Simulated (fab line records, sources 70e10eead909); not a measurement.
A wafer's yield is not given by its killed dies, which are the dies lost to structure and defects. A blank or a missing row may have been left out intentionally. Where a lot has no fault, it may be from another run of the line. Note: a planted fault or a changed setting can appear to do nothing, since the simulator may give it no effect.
fab line records	flow nandHarc
record lots=24	wafers=72	lastDay=34
route steps=1302 shown A_SLIT@924 A_SIN_REMOVE@951 A_WL_FILL@958
lots untouched by any fault: they come from a run of this same line in which no faults occurred
startH: hours from the record's first day to the start of the lot's first wafer shown	waitH: hours from the lot's prior step to this one	" identical to the entry in the row above	L1.1+2: a row that stands for several wafers	- no value present, or no start provided	* or withheld: withheld	< > ~ a bound
route shown NAME@n: NAME is a module with steps in the file, n the number in the route of the first one	usual: the fault-free wafers' mean and standard deviation	same: alike in all rows	chamber/n: place in a boat	sites: per-site readings	_std_site: standard deviation across them	_edge_site: inner sites' mean taken away from outer sites' mean	radiusMm: for every site, how far away it sits from the centre of the wafer	mask NAME#n: copy n	behind: the most recent tool/chamber to have shaped the wafer	hold: the reason the lot was held/the length of the hold in hours/how it ended	device: which transistor (n, p or np) failed to switch	end of line: tests run on the same wafers once the route is complete	a step given without rows: its recipe and nothing more	killed: not the wafer's yield, but the dies lost to structure and defects at the first sort	map: dies across one wafer; x = killed, . = not, _ = none there
set.NAME: the run value of the setting; set.NAME@STEP: its run value at that earlier step	model.NAME: the simulator's own value behind a step, which no gauge read
a sample of lots followed through the steps of the route, with each step as a table and each wafer as a row
services: the hour from which a tool's chamber was out of use, counted from the record's first day as startH (under 0 if before that day), plus the number of hours and why
## steps
# step NHARC_A_SLIT_DEP_23
# recipe targetThkA=1000	targetThkNm=100	tempC=400	pressureTorr=3.5	flowSccm=200	rfW=350	material=SiON
# usual chamberPressureTorr=3.500/0.0078	heaterPowerOuterW=438/60	heaterPowerW=712/71	susceptorTempC=399.97/0.23
lot.wafer	tool	chamber	startH	waitH	chamberPressureTorr	heaterPowerOuterW	heaterPowerW	susceptorTempC
L074.2	pecvd-01	2	466.23	2.5	3.489	382	649	399.83
L074.1	"	1	"	"	3.504	487	747	400.36
L074.4	"	1	"	"	3.505	502	747	400.22
L075.5	pecvd-02	0	466.72	0.8	3.487	507	813	400.09
L075.4	"	1	"	"	3.493	432	666	400.18
L075.6	"	2	"	"	3.498	434	720	399.88
L076.3	pecvd-02	1	468.01	2.0	3.501	461	703	400.07
L076.4	"	2	"	"	3.496	410	701	399.95
L076.5	"	0	"	"	3.496	530	821	400.24
L077.3	pecvd-01	0	490.08	1.9	3.513	478	768	400.05
L077.1	"	2	"	"	3.506	326	600	399.73
L077.5	"	2	"	"	3.513	327	596	399.73
L079.2	pecvd-03	2	493.28	2.5	3.501	392	683	400.12
L079.4	"	0	"	"	3.501	369	634	400.31
L079.6	"	1	"	"	3.503	365	645	399.98
L078.3	pecvd-02	2	499.39	2.0	3.502	453	768	399.57
L078.6	"	1	"	"	3.509	452	673	399.70
L078.5	"	0	"	"	3.519	522	795	399.29
L080.4	pecvd-01	1	529.41	1.4	3.502	450	689	399.72
L080.6	"	2	"	"	3.504	372	624	400.27
L080.5	"	0	"	"	3.491	511	793	400.12
L081.2	pecvd-02	0	529.79	2.5	3.495	522	801	399.90
L081.1	"	2	"	"	3.494	384	673	399.74
L081.4	"	0	"	"	3.490	516	792	399.75
L082.1	pecvd-01	2	531.64	3.2	3.500	321	561	400.28
L082.3	"	0	"	"	3.507	520	840	400.13
L082.5	"	2	"	"	3.489	315	577	400.27
L083.3	pecvd-02	2	545.31	2.0	3.506	447	745	400.01
L083.4	"	0	"	"	3.503	520	798	399.99
L083.5	"	2	"	"	3.495	455	761	400.25
L086.1	pecvd-01	0	570.95	3.3	3.504	495	781	400.17
L086.2	"	1	"	"	3.498	426	649	399.68
L086.6	"	1	"	"	3.505	435	682	400.08
L085.3	pecvd-02	0	575.62	2.0	3.493	486	765	399.72
L085.5	"	2	"	"	3.487	371	645	399.52
L085.6	"	0	"	"	3.497	503	775	399.86
L087.2	pecvd-02	2	575.76	2.7	3.495	459	768	400.10
L087.1	"	1	"	"	3.502	492	747	399.98
L087.4	"	0	"	"	3.495	462	747	400.18
L084.2	pecvd-03	0	582.47	2.5	3.499	393	671	399.98
L084.4	"	2	"	"	3.505	376	676	400.02
L084.6	"	0	"	"	3.496	393	672	399.85
L089.1	pecvd-01	0	597.00	3.2	3.491	500	776	400.40
L089.2	"	1	"	"	3.501	455	703	399.53
L089.4	"	2	"	"	3.505	396	673	400.08
L091.1	pecvd-01	0	597.15	3.2	3.514	426	695	399.92
L091.2	"	1	"	"	3.491	476	719	399.80
L091.4	"	1	"	"	3.478	468	726	399.59
L088.2	pecvd-01	1	598.32	2.6	3.501	452	710	399.79
L088.5	"	1	"	"	3.503	454	698	399.91
L088.6	"	2	"	"	3.477	346	603	400.49
L090.3	pecvd-03	0	610.41	1.9	3.503	446	742	399.86
L090.6	"	0	"	"	3.504	448	741	400.09
L090.5	"	1	"	"	3.488	369	664	400.14
L092.1	pecvd-01	0	630.39	3.1	3.513	496	780	400.00
L092.2	"	1	"	"	3.506	445	686	400.01
L092.3	"	2	"	"	3.496	380	647	400.18
L093.4	pecvd-02	2	631.79	1.4	3.512	404	667	399.68
L093.6	"	0	"	"	3.498	558	878	400.01
L093.5	"	1	"	"	3.505	458	690	400.07
L094.3	pecvd-01	0	660.16	1.9	3.500	503	800	400.12
L094.5	"	1	"	"	3.487	373	601	399.56
L094.6	"	2	"	"	3.484	315	555	399.94
L096.1	pecvd-03	2	679.62	3.2	3.508	333	636	399.70
L096.2	"	1	"	"	3.489	401	703	399.68
L096.6	"	2	"	"	3.506	354	641	399.84
L095.2	pecvd-02	1	679.80	2.5	3.506	498	740	399.95
L095.1	"	0	"	"	3.500	469	762	399.71
L095.6	"	0	"	"	3.504	488	789	400.00
L097.3	pecvd-03	1	680.39	2.0	3.498	361	643	400.25
L097.4	"	2	"	"	3.510	411	702	399.82
L097.5	"	0	"	"	3.497	422	741	399.99
# step NHARC_A_SLIT_ETCH_17
# recipe biasV=900	sourceW=withheld	pressureMtorr=20	arFlowSccm=375	c4f8FlowSccm=83.3	o2FlowSccm=41.7	timeS=4254.5	targetDepthA=2.03e+05	chemistry=C4F8/O2/Ar
# usual drypumpMotorCurrentA=5.6/0.44	showerheadPlenumPTorr=3.61/0.049	throttleValvePct=32.045/0.0093
# same timeS=4254.5
lot.wafer	tool	chamber	startH	waitH	drypumpMotorCurrentA	rfHoursCounterH	showerheadPlenumPTorr	throttleValvePct
L074.1	harEtch-01	1	468.23	-	5.1	248	3.57	32.049
L074.2	"	0	"	"	5.7	248	3.65	32.046
L074.4	"	0	470.07	-	5.7	-	3.65	32.043
L075.4	harEtch-02	1	470.58	-	5.4	-	3.69	32.039
L075.5	"	0	"	"	6.3	-	3.69	32.040
L075.6	"	1	"	"	5.4	-	3.68	32.047
L076.4	harEtch-01	1	473.31	-	5.1	-	3.57	32.059
L076.3	"	0	"	"	5.7	-	3.65	32.046
L076.5	"	0	475.13	-	5.7	-	3.65	32.038
L077.1	harEtch-01	1	492.79	-	5.1	264	3.56	32.052
L077.3	"	1	493.99	-	5.1	-	3.56	32.042
L077.5	"	0	"	"	5.7	-	3.64	32.048
L079.2	harEtch-01	1	495.97	-	5.1	267	3.56	32.047
L079.4	"	1	497.20	-	5.1	-	3.56	32.051
L079.6	"	0	499.05	-	5.7	-	3.64	32.036
L078.3	harEtch-02	0	503.26	-	6.3	-	3.67	32.055
L078.5	"	1	"	"	5.4	-	3.67	32.030
L078.6	"	0	"	"	6.3	-	3.67	32.043
L081.2	harEtch-01	1	532.17	-	5.1	286	3.55	32.046
L081.1	"	0	"	"	5.7	286	3.63	32.050
L081.4	"	0	533.97	-	5.7	-	3.63	32.052
L080.4	harEtch-02	1	533.25	-	5.4	-	3.67	32.047
L080.6	"	0	"	"	6.4	-	3.67	32.046
L080.5	"	1	"	"	5.4	-	3.67	32.045
L082.1	harEtch-02	1	535.84	-	5.4	81	3.66	32.042
L082.3	"	0	"	"	6.3	-	3.66	32.022
L082.5	"	1	538.23	-	5.4	-	3.66	32.052
L083.3	harEtch-02	0	548.66	-	6.3	-	3.66	32.039
L083.4	"	1	"	"	5.5	-	3.66	32.033
L083.5	"	1	550.49	-	5.4	-	3.66	32.041
L086.2	harEtch-01	1	573.35	-	5.1	310	3.54	32.047
L086.1	"	0	"	"	5.7	310	3.62	32.056
L086.6	"	1	575.77	-	5.1	-	3.54	32.054
L085.3	harEtch-01	0	578.90	-	5.7	-	3.62	32.038
L085.6	"	0	580.10	-	5.7	-	3.62	32.039
L085.5	"	1	"	"	5.1	-	3.54	32.035
L087.1	harEtch-02	1	581.21	-	5.4	108	3.65	32.045
L087.2	"	0	"	"	6.3	108	3.65	32.051
L087.4	"	0	583.04	-	6.3	-	3.65	32.045
L084.2	harEtch-01	0	586.23	-	5.7	321	3.61	32.038
L084.4	"	0	587.43	-	5.7	-	3.61	32.054
L084.6	"	0	588.63	-	5.7	-	3.61	32.030
L089.2	harEtch-02	0	599.10	-	6.4	119	3.64	32.040
L089.1	"	1	"	"	5.4	119	3.64	32.031
L089.4	"	0	"	"	6.4	-	3.64	32.042
L091.2	harEtch-01	0	599.26	-	5.7	328	3.61	32.033
L091.1	"	1	"	"	5.1	328	3.53	32.048
L091.4	"	0	"	"	5.7	-	3.61	32.056
L088.2	harEtch-02	1	602.92	-	5.4	123	3.64	32.053
L088.6	"	1	605.35	-	5.4	-	3.64	32.036
L088.5	"	0	"	"	6.3	-	3.64	32.051
L090.3	harEtch-02	1	614.26	-	5.4	-	3.64	32.035
L090.6	"	1	615.47	-	5.4	-	3.64	32.044
L090.5	"	0	"	"	6.3	-	3.64	32.055
L092.2	harEtch-02	1	632.39	-	5.5	142	3.63	32.045
L092.1	"	0	"	"	6.3	142	3.63	32.062
L092.3	"	1	"	"	5.4	-	3.63	32.033
L093.4	harEtch-01	0	635.77	-	5.7	-	3.59	32.053
L093.5	"	0	636.98	-	5.7	-	3.59	32.047
L093.6	"	1	"	"	5.1	-	3.52	32.028
L094.3	harEtch-01	1	663.49	-	5.1	-	3.51	32.044
L094.5	"	1	664.69	-	5.1	-	3.51	32.040
L094.6	"	0	"	"	5.7	-	3.59	32.034
L096.2	harEtch-02	1	681.63	-	5.5	165	3.62	32.058
L096.1	"	0	"	"	6.3	165	3.62	32.042
L096.6	"	0	684.66	-	6.3	-	3.62	32.036
L095.2	harEtch-01	1	681.94	-	5.1	374	3.51	32.042
L095.1	"	0	"	"	5.7	374	3.58	32.034
L095.6	"	1	684.35	-	5.1	-	3.51	32.041
L097.4	harEtch-02	0	686.64	-	6.3	-	3.62	32.059
L097.3	"	1	"	"	5.5	-	3.62	32.038
L097.5	"	1	688.43	-	5.5	-	3.62	32.037
# step NHARC_A_SIN_REMOVE_INSPECT_04
# usual rawDefectCount=362/71
lot.wafer	tool	chamber	startH	waitH	rawDefectCount
L075.4	defectInspect-02	-	479.99	0.0	376
L075.5	"	-	"	"	367
L075.6	"	-	"	"	409
L074.1	defectInspect-01	-	480.02	0.0	364
L074.2	"	-	"	"	270
L074.4	"	-	"	"	380
L076.3	defectInspect-02	-	483.88	0.0	409
L076.4	"	-	"	"	397
L076.5	"	-	"	"	437
L077.1	defectInspect-01	-	503.82	0.0	324
L077.3	"	-	"	"	328
L077.5	"	-	"	"	344
L079.2	defectInspect-02	-	507.71	0.0	369
L079.4	"	-	"	"	380
L079.6	"	-	"	"	371
L078.3	defectInspect-01	-	513.10	0.0	281
L078.5	"	-	"	"	359
L078.6	"	-	"	"	370
L081.1	defectInspect-01	-	543.18	0.0	384
L081.2	"	-	"	"	467
L081.4	"	-	"	"	458
L080.4	defectInspect-02	-	543.18	0.0	277
L080.5	"	-	"	"	350
L080.6	"	-	"	"	343
L082.1	defectInspect-02	-	546.89	0.0	473
L082.3	"	-	"	"	462
L082.5	"	-	"	"	459
L083.3	defectInspect-02	-	559.23	0.0	318
L083.4	"	-	"	"	372
L083.5	"	-	"	"	356
L086.1	defectInspect-01	-	585.09	0.0	361
L086.2	"	-	"	"	369
L086.6	"	-	"	"	369
L085.3	defectInspect-02	-	589.37	0.0	638
L085.5	"	-	"	"	359
L085.6	"	-	"	"	443
L087.1	defectInspect-01	-	592.91	0.0	232
L087.2	"	-	"	"	228
L087.4	"	-	"	"	371
L084.2	defectInspect-01	-	597.20	0.0	383
L084.4	"	-	"	"	419
L084.6	"	-	"	"	315
L089.1	defectInspect-01	-	610.74	0.0	295
L089.2	"	-	"	"	222
L089.4	"	-	"	"	281
L091.1	defectInspect-02	-	610.74	0.0	408
L091.2	"	-	"	"	394
L091.4	"	-	"	"	382
L088.2	defectInspect-01	-	614.58	0.0	294
L088.5	"	-	"	"	412
L088.6	"	-	"	"	256
L090.3	defectInspect-02	-	624.71	0.0	470
L090.5	"	-	"	"	378
L090.6	"	-	"	"	356
L092.1	defectInspect-01	-	644.08	0.0	587
L092.2	"	-	"	"	418
L092.3	"	-	"	"	345
L093.4	defectInspect-01	-	646.27	0.0	353
L093.5	"	-	"	"	412
L093.6	"	-	"	"	340
L094.3	defectInspect-02	-	673.99	0.0	418
L094.5	"	-	"	"	358
L094.6	"	-	"	"	424
L095.1	defectInspect-01	-	693.43	0.0	537
L095.2	"	-	"	"	417
L095.6	"	-	"	"	348
L096.1	defectInspect-02	-	693.44	0.0	317
L096.2	"	-	"	"	299
L096.6	"	-	"	"	295
L097.3	defectInspect-02	-	697.01	0.0	294
L097.4	"	-	"	"	238
L097.5	"	-	"	"	278
# step NHARC_A_WL_FILL_ETCHBACK_05
# recipe targetDepthA=220	timeS=60	tempC=40	chemistry=Cl2/BCl3
# usual drypumpMotorCurrentA=5.7/0.67	oesProductAu=1.002/0.0093
# same timeS=60
lot.wafer	tool	chamber	startH	waitH	drypumpMotorCurrentA	oesProductAu	rfHoursCounterH
L075.4	rieMetal-01	1	481.61	0.2	6.7	1.005	-
L075.6	"	0	"	"	5.5	1.001	-
L075.5	"	1	"	"	6.7	1.009	-
L074.2	rieMetal-02	1	481.69	0.2	5.5	0.985	0.4
L074.1	"	0	"	"	6.3	1.001	0.4
L074.4	"	0	"	"	6.3	1.003	-
L076.4	rieMetal-03	0	485.49	0.1	4.9	0.998	-
L076.3	"	1	"	"	5.3	1.003	-
L076.5	"	0	"	"	4.9	0.996	-
L077.1	rieMetal-01	0	505.51	0.2	5.5	1.004	1.7
L077.3	"	0	"	"	5.5	1.007	-
L077.5	"	0	"	"	5.5	1.006	-
L079.2	rieMetal-03	0	509.62	0.2	4.9	0.990	2.5
L079.4	"	0	"	"	4.9	0.991	-
L079.6	"	0	"	"	4.9	0.982	-
L078.3	rieMetal-01	0	514.72	0.1	5.5	1.004	-
L078.6	"	1	"	"	6.7	1.003	-
L078.5	"	0	"	"	5.5	0.998	-
L081.1	rieMetal-02	0	544.78	0.2	6.3	0.989	1.4
L081.2	"	1	"	"	5.5	0.988	1.4
L081.4	"	1	"	"	5.5	0.985	-
L080.4	rieMetal-01	0	544.81	0.2	5.5	1.010	-
L080.6	"	1	"	"	6.8	1.020	-
L080.5	"	0	"	"	5.5	1.012	-
L082.1	rieMetal-03	0	548.51	0.2	4.9	1.001	0.4
L082.3	"	0	"	"	4.9	1.006	-
L082.5	"	0	"	"	4.9	1.000	-
L083.3	rieMetal-01	0	561.00	0.1	5.5	1.001	-
L083.4	"	1	"	"	6.7	1.001	-
L083.5	"	0	"	"	5.5	0.994	-
L086.2	rieMetal-02	1	586.70	0.2	5.5	0.989	2.2
L086.1	"	0	"	"	6.3	0.996	2.2
L086.6	"	0	"	"	6.3	1.002	-
L085.3	rieMetal-01	1	591.00	0.2	6.7	1.016	-
L085.6	"	0	"	"	5.5	0.985	-
L085.5	"	1	"	"	6.7	1.006	-
L087.2	rieMetal-03	0	595.21	0.2	4.9	1.004	1.1
L087.1	"	1	"	"	5.3	1.012	1.1
L087.4	"	1	"	"	5.3	1.017	-
L084.2	rieMetal-03	1	598.97	0.2	5.2	1.020	1.3
L084.4	"	1	"	"	5.2	1.017	-
L084.6	"	1	"	"	5.2	1.017	-
L089.1	rieMetal-03	0	612.34	0.2	4.9	0.998	1.8
L089.2	"	1	"	"	5.2	1.020	1.8
L089.4	"	1	"	"	5.2	1.017	-
L091.2	rieMetal-02	1	612.35	0.2	5.5	0.995	2.7
L091.1	"	0	"	"	6.3	1.010	2.7
L091.4	"	0	"	"	6.3	1.002	-
L088.2	rieMetal-01	1	616.39	0.3	6.7	0.999	-
L088.5	"	1	"	"	6.7	0.999	-
L088.6	"	1	"	"	6.7	1.001	-
L090.3	rieMetal-01	1	626.57	0.3	6.7	1.008	-
L090.5	"	1	"	"	6.7	0.998	-
L090.6	"	1	"	"	6.7	1.010	-
L092.2	rieMetal-02	0	645.67	0.2	6.3	1.002	0.1
L092.1	"	1	"	"	5.5	0.992	0.1
L092.3	"	1	"	"	5.5	0.986	-
L093.4	rieMetal-03	1	647.90	0.1	5.2	1.015	-
L093.6	"	0	"	"	4.9	1.001	-
L093.5	"	1	"	"	5.2	1.015	-
L094.3	rieMetal-03	1	675.60	0.1	5.2	0.994	-
L094.5	"	1	"	"	5.3	1.004	-
L094.6	"	0	"	"	4.9	0.982	-
L095.1	rieMetal-03	0	695.10	0.2	4.9	0.985	3.1
L095.2	"	1	"	"	5.2	1.015	3.1
L095.6	"	0	"	"	4.9	1.002	-
L096.1	rieMetal-02	1	695.39	0.4	5.5	0.996	1.1
L096.2	"	1	"	"	5.5	0.997	-
L096.6	"	1	"	"	5.5	0.994	-
L097.4	rieMetal-01	0	698.62	0.2	5.5	0.999	-
L097.3	"	1	"	"	6.7	1.013	-
L097.5	"	0	"	"	5.5	0.995	-
# step NHARC_A_WL_FILL_ETCHBACK_16
# recipe targetDepthA=1200	timeS=24	c4f8FlowSccm=withheld	o2FlowSccm=8	arFlowSccm=withheld	rfW=600	biasW=800	chemistry=C4F8/O2/Ar
# usual oesProductAu=0.98/0.031	rfVppV=721/4.1
# same timeS=24
lot.wafer	tool	chamber	startH	waitH	oesProductAu	rfHoursCounterH	rfVppV
L074.4	rieDiel-05	0	-	-	0.93	1.5	716
L074.1	"	1	"	"	0.92	1.3	715
L074.2	"	3	"	"	0.91	1.6	728
L075.4	rieDiel-09	0	-	-	1.00	8.3	719
L075.6	"	3	"	"	1.01	-	722
L075.5	"	0	"	"	1.01	-	719
L076.3	rieDiel-05	3	-	-	0.96	1.6	728
L076.4	"	0	"	"	0.98	1.6	716
L076.5	"	1	"	"	0.98	-	716
L077.3	rieDiel-05	1	-	-	0.91	2.3	715
L077.1	"	0	"	"	0.91	2.4	719
L077.5	"	2	"	"	0.92	-	724
L079.4	rieDiel-09	0	-	-	1.00	0.7	720
L079.2	"	3	"	"	1.00	0.7	722
L079.6	"	1	"	"	1.01	-	724
L078.3	rieDiel-02	2	-	-	0.93	2.7	717
L078.5	"	2	"	"	0.92	-	716
L078.6	"	3	"	"	0.93	-	723
L081.2	rieDiel-02	0	-	-	0.97	3.7	719
L081.1	"	2	"	"	0.99	3.7	716
L081.4	"	3	"	"	0.98	3.7	723
L080.4	rieDiel-05	3	-	-	0.98	3.6	727
L080.6	"	1	"	"	1.00	-	717
L080.5	"	2	"	"	1.01	-	726
L082.3	rieDiel-09	3	-	-	0.95	2.1	721
L082.1	"	2	"	"	0.92	1.4	725
L082.5	"	1	"	"	0.93	-	725
L083.3	rieDiel-05	2	-	-	0.93	4.7	724
L083.4	"	0	"	"	0.92	4.0	716
L083.5	"	3	"	"	0.91	-	728
L086.2	rieDiel-09	3	-	-	1.01	4.5	721
L086.1	"	1	"	"	1.01	4.5	723
L086.6	"	3	"	"	1.01	-	722
L087.4	rieDiel-02	1	-	-	0.99	0.9	719
L087.2	"	2	"	"	0.99	1.0	717
L087.1	"	0	"	"	0.99	0.9	718
L085.3	rieDiel-05	1	-	-	0.99	0.0	717
L085.5	"	3	"	"	1.01	-	728
L085.6	"	0	"	"	1.00	-	718
L084.2	rieDiel-05	0	-	-	0.99	0.2	715
L084.4	"	1	"	"	0.98	0.1	715
L084.6	"	1	"	"	0.98	-	716
L091.1	rieDiel-05	0	-	-	0.97	0.2	717
L091.2	"	2	"	"	0.95	0.2	724
L091.4	"	3	"	"	0.97	0.2	728
L089.1	rieDiel-09	1	-	-	1.01	6.1	725
L089.2	"	3	"	"	1.02	6.2	724
L089.4	"	2	"	"	1.00	-	723
L088.2	rieDiel-05	0	-	-	0.99	0.3	717
L088.6	"	0	"	"	0.99	-	717
L088.5	"	1	"	"	0.98	-	715
L090.3	rieDiel-05	2	-	-	0.99	0.3	725
L090.6	"	3	"	"	1.00	-	729
L090.5	"	0	"	"	1.00	-	716
L093.6	rieDiel-09	2	-	-	0.98	-	724
L093.5	"	3	"	"	1.00	-	722
L093.4	"	1	"	"	1.01	-	723
L092.2	rieDiel-05	3	-	-	1.00	0.8	728
L092.1	"	0	"	"	0.99	0.8	717
L092.3	"	1	"	"	0.99	0.8	717
L094.3	rieDiel-05	3	-	-	1.00	1.9	729
L094.6	"	2	"	"	1.01	-	725
L094.5	"	1	"	"	0.99	-	719
L095.1	rieDiel-02	0	-	-	0.96	5.1	719
L095.2	"	2	"	"	0.97	5.4	715
L095.6	"	0	"	"	0.95	-	719
L096.1	rieDiel-09	3	-	-	1.00	0.8	723
L096.2	"	2	"	"	0.99	0.8	724
L096.6	"	3	"	"	1.01	-	722
L097.3	rieDiel-02	3	-	-	0.99	5.2	722
L097.4	"	0	"	"	0.99	5.1	718
L097.5	"	2	"	"	0.98	-	717
# step NHARC_A_WL_FILL_ETCHBACK_17
# recipe targetDepthA=40	timeS=26.7	chemistry=Cl2/BCl3
# usual drypumpMotorCurrentA=5.7/0.64	oesProductAu=1.002/0.0094
# same timeS=26.7
lot.wafer	tool	chamber	startH	waitH	drypumpMotorCurrentA	oesProductAu	rfHoursCounterH
L074.2	rieMetal-01	1	491.91	-	6.8	0.999	1.4
L074.1	"	0	"	"	5.5	1.005	1.4
L074.4	"	1	"	"	6.7	1.013	-
L075.4	rieMetal-02	1	491.99	-	5.5	0.996	-
L075.5	"	1	"	"	5.5	0.996	-
L075.6	"	0	"	"	6.3	0.996	-
L076.4	rieMetal-03	0	495.90	-	4.9	0.999	-
L076.3	"	1	"	"	5.3	1.012	-
L076.5	"	0	"	"	4.9	1.006	-
L077.1	rieMetal-02	0	515.92	-	6.3	0.995	0.8
L077.3	"	1	"	"	5.5	0.991	-
L077.5	"	1	"	"	5.5	1.000	-
L079.2	rieMetal-01	0	521.12	-	5.5	0.997	2.0
L079.4	"	1	"	"	6.7	1.016	-
L079.6	"	0	"	"	5.5	1.010	-
L078.3	rieMetal-01	0	526.00	-	5.5	1.010	-
L078.5	"	1	"	"	6.7	1.016	-
L078.6	"	0	"	"	5.4	0.999	-
L081.2	rieMetal-01	1	555.14	-	6.8	1.011	2.6
L081.1	"	0	"	"	5.5	1.010	2.6
L081.4	"	1	"	"	6.7	1.009	-
L080.4	rieMetal-03	0	555.21	-	4.9	1.006	-
L080.6	"	1	"	"	5.2	1.022	-
L080.5	"	0	"	"	4.9	1.001	-
L082.1	rieMetal-02	1	558.60	-	5.5	0.994	1.7
L082.3	"	0	"	"	6.3	0.991	-
L082.5	"	0	"	"	6.3	0.989	-
L083.4	rieMetal-01	1	571.33	-	6.7	1.009	-
L083.3	"	0	"	"	5.4	1.002	-
L083.5	"	0	"	"	5.5	1.011	-
L086.1	rieMetal-02	0	597.03	-	6.3	1.001	2.3
L086.2	"	1	"	"	5.5	0.984	2.3
L086.6	"	1	"	"	5.5	0.992	-
L087.2	rieMetal-01	0	602.60	-	5.5	1.002	0.4
L087.1	"	1	"	"	6.7	1.003	0.4
L087.4	"	0	"	"	5.5	0.984	-
L085.3	rieMetal-02	1	605.71	-	5.5	0.998	-
L085.5	"	1	"	"	5.5	0.995	-
L085.6	"	0	"	"	6.3	0.998	-
L084.2	rieMetal-01	1	611.56	-	6.7	1.020	-
L084.4	"	1	"	"	6.7	1.011	-
L084.6	"	1	"	"	6.7	1.007	-
L091.1	rieMetal-03	0	622.55	-	4.9	0.997	1.9
L091.2	"	1	"	"	5.2	1.011	1.9
L091.4	"	0	"	"	4.9	0.990	-
L089.1	rieMetal-02	1	622.68	-	5.5	1.001	2.8
L089.2	"	0	"	"	6.3	1.014	2.8
L089.4	"	0	"	"	6.3	0.996	-
L088.2	rieMetal-03	1	626.42	-	5.2	1.020	1.9
L088.5	"	0	"	"	4.9	1.016	-
L088.6	"	1	"	"	5.2	1.013	-
L090.3	rieMetal-03	1	636.52	-	5.2	1.004	-
L090.5	"	0	"	"	4.9	1.002	-
L090.6	"	1	"	"	5.3	1.018	-
L093.4	rieMetal-02	1	659.48	-	5.5	0.989	-
L093.5	"	1	"	"	5.5	0.999	-
L093.6	"	0	"	"	6.3	0.997	-
L092.1	rieMetal-01	0	660.21	-	5.5	0.986	0.9
L092.2	"	1	"	"	6.7	1.003	2.0
L092.3	"	1	"	"	6.7	0.995	-
L094.3	rieMetal-02	1	686.07	-	5.5	0.996	-
L094.5	"	1	"	"	5.5	0.984	-
L094.6	"	1	"	"	5.5	0.993	-
L095.2	rieMetal-03	1	705.78	-	5.2	1.004	0
L095.1	"	0	"	"	4.9	1.008	0
L095.6	"	1	"	"	5.2	1.010	-
L096.1	rieMetal-01	0	706.90	-	5.5	1.001	1.9
L096.2	"	1	"	"	6.7	1.014	2.9
L096.6	"	1	"	"	6.7	1.009	-
L097.3	rieMetal-03	0	708.98	-	4.9	0.998	-
L097.4	"	1	"	"	5.3	0.998	-
L097.5	"	0	"	"	4.9	1.000	-
## services
tool	chamber	startH	hours	kind
rieDiel-09	2	447.16	8.6	repair
rieMetal-02	-	454.00	9.0	pm
rieDiel-05	1	465.23	14.9	repair
pecvd-01	-	492.16	13.0	pm
rieDiel-09	-	497.13	9.0	pm
rieMetal-03	-	519.00	9.0	pm
rieDiel-09	0	535.80	127.6	repair
pecvd-02	1	544.54	8.6	repair
rieMetal-03	-	551.72	1.0	repair
pecvd-02	-	569.04	1.0	repair
rieMetal-01	-	575.00	9.0	pm
rieDiel-05	0	579.31	5.1	repair
rieMetal-02	-	581.09	2.5	repair
pecvd-01	1	583.39	5.9	repair
rieDiel-05	-	583.66	9.0	pm
harEtch-02	-	588.38	0.7	repair
pecvd-02	-	589.21	13.0	pm
rieMetal-01	0	608.26	22.0	repair
pecvd-01	-	608.55	0.8	repair
rieMetal-02	-	631.00	9.0	pm
pecvd-01	-	673.16	13.0	pm
rieMetal-02	0	675.20	63.8	repair
rieDiel-05	0	685.33	6.2	repair
rieMetal-03	-	696.00	9.0	pm
## key
fault none
